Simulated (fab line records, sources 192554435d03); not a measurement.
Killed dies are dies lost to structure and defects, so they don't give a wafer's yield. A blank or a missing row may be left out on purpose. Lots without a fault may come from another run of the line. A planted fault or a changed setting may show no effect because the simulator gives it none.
Split-lot experiment | flow n5_finfet | 7 lots, 21 wafers read, on a route of 1938 steps

THE SPLIT
At N5_HKMG_FIN_PEB_10 (peb time 60 s), the setting peb_time_s was moved away from the recipe's 60 s on 4 of the 21 wafers read, by -17.3% to +20.3%. The other wafers ran this setting at the recipe's value.

FROM THE SPLIT TO THE READING: what the file shows between them, 1 step
- N5_HKMG_FIN_DEVELOP_11: develop time 30 s

THE READING
cd_nm, in nm, at N5_HKMG_FIN_CD_MEAS_12 (target cd 92.8 nm). Fault-free wafers of this fab line usually give 93.1 nm, standard deviation 0.7 nm.

wafer  | tool, chamber at the split | peb_time_s as run, s | against the recipe | cd_nm, nm | against lot-mates on the recipe
L083.2 | litho_track-04, 0          | 60                   | recipe             | 94.4      | -
L083.5 | litho_track-04, 0          | 72.19                | +20.3%             | 99.3      | +5.0
L083.6 | litho_track-04, 0          | 60                   | recipe             | 94.3      | -
L084.2 | litho_track-03, 0          | 49.59                | -17.3%             | 83.1      | -8.9
L084.4 | litho_track-03, 0          | 49.59                | -17.3%             | 85.5      | -6.5
L084.5 | litho_track-03, 0          | 60                   | recipe             | 92.0      | -
L086.1 | litho_track-04, 0          | 60                   | recipe             | 92.5      | -
L086.4 | litho_track-04, 0          | 60                   | recipe             | 93.4      | -
L086.6 | litho_track-04, 0          | 60                   | recipe             | 93.2      | -
L089.1 | litho_track-03, 0          | 60                   | recipe             | 94.7      | -
L089.4 | litho_track-03, 0          | 60                   | recipe             | 92.3      | -
L089.5 | litho_track-03, 0          | 66.7                 | +11.2%             | 96.8      | +3.3
L091.1 | litho_track-03, 0          | 60                   | recipe             | 93.8      | -
L091.2 | litho_track-03, 0          | 60                   | recipe             | 93.4      | -
L091.3 | litho_track-03, 0          | 60                   | recipe             | 93.6      | -
L093.1 | litho_track-01, 0          | 60                   | recipe             | 91.9      | -
L093.4 | litho_track-01, 0          | 60                   | recipe             | 88.7      | -
L093.6 | litho_track-01, 0          | 60                   | recipe             | 93.0      | -
L096.4 | litho_track-03, 0          | 60                   | recipe             | 93.0      | -
L096.5 | litho_track-03, 0          | 60                   | recipe             | 93.8      | -
L096.6 | litho_track-03, 0          | 60                   | recipe             | 93.4      | -

THE FIT
A straight line over all 21 wafers: cd_nm changes by +0.414 nm for each +1% of peb_time_s; r = +0.91; the points scatter about the line by 1.5 nm.
The same after taking each lot's own level away (the mean of its wafers on the recipe; 21 wafers): +0.354 nm for each +1%; r = +0.92; scatter 1.2 nm.
On that fit, the largest move of peb_time_s shifts the reading by 7.2 nm.
The lots' own levels span 91.20 to 94.35 nm, that is 4.5 times the standard deviation above.
So the lot-to-lot level changes the slope: the two fits differ.
Check: with one of the wafers moved furthest among these (+20.3%) left out of the fit, the line predicts +8.31 nm for it against its lot-mates. It came out at +4.95 nm against them.

OTHER SPLITS ON THESE WAFERS
These wafers also went through other splits before the reading. Each is held against what the fit with the lots' levels taken away leaves over:
other split on the same wafers       | wafers away from the commonest value | r with cd_nm (lot level and that fit taken away)
N5_SD_EPI_N_EPI_21 epi_growth_time_s | 8                                    | +0.40
N5_SDB_COAT_03 spin_rpm              | 8                                    | -0.05
N5_SDB_ETCH_17 cf4_flow_sccm         | 6                                    | +0.29

THE FILE'S OWN FIT
cd_nm changes by +0.322 nm for each +1% of peb_time_s, r = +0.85.
